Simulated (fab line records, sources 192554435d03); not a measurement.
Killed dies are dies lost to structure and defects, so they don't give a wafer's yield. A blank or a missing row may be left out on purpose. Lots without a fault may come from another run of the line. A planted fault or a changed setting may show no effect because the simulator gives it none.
Which tool did it? | flow n5_finfet | 11 lots, 30 wafers sampled, at 2 steps of a route of 1938

WHAT THE GAUGES READ, wafer by wafer
N5_BEOL_M9_CD_MEAS_28: target cd 70 nm.
lot  | measured     | on        | cd_nm (nm)
L989 | day 9 08:37  | cd_sem-01 | 70.04 70.57 70.19
L992 | day 9 20:54  | cd_sem-02 | 69.93 70.22 69.91
L991 | day 10 05:35 | cd_sem-01 | 69.95 70.37 69.74
L995 | day 10 12:51 | cd_sem-02 | 69.61 70.01 69.83
L994 | day 10 21:12 | cd_sem-03 | 70.11 70.01
L996 | day 11 16:02 | cd_sem-02 | 69.66 70.35 69.85
L999 | day 12 04:28 | cd_sem-02 | 69.92 69.74 69.52
L100 | day 12 07:57 | cd_sem-01 | 69.94 70.15
L102 | day 12 19:50 | cd_sem-02 | 69.88 69.92 69.84
L105 | day 13 15:50 | cd_sem-03 | 70.08 70.03
L112 | day 15 09:09 | cd_sem-03 | 70.09 70.30 70.52

WHICH TOOL RAN EACH LOT (tool, then ch and the chambers of the sampled wafers, then the start)
lot  | N5_BEOL_M9_STRIP_19
L989 | rie_diel-06 ch 0,2,3, day 9 07:13
L992 | rie_diel-02 ch 1,2, day 9 20:22
L991 | rie_diel-02 ch 2,3, day 10 04:44
L995 | rie_diel-03 ch 1,2,3, day 10 10:10
L994 | rie_diel-02 ch 1,3, day 10 19:02
L996 | rie_diel-03 ch 1,2,3, day 11 15:38
L999 | rie_diel-02 ch 1,2, day 12 03:31
L100 | rie_diel-06 ch 0,1, day 12 06:40
L102 | rie_diel-03 ch 0,1,2, day 12 19:28
L105 | rie_diel-03 ch 0,3, day 13 15:26
L112 | rie_diel-03 ch 0,2,3, day 15 08:44
- N5_BEOL_M9_STRIP_19: strips in O2.

THE ANSWER, worked out from the rows above alone
Rule: what is usual is taken from the lots themselves. Put in order of their means at a reading, lots are off if they are a third of the lots or fewer, leave a main group of 4 or more, and stand apart from it by a gap of 3 or more times the standard deviation of the main group's means; of several such gaps the widest counts. A main group whose means are all the same, to the digits that the tables above print for the reading, isn't used. A lot without any number at a reading at which 4 lots or more have one is off too. The other lots that the step has rows for count as sound.
No lot is off at any reading shown: from this, nothing can be told.

WHAT THE SIMULATOR HAD PUT IN
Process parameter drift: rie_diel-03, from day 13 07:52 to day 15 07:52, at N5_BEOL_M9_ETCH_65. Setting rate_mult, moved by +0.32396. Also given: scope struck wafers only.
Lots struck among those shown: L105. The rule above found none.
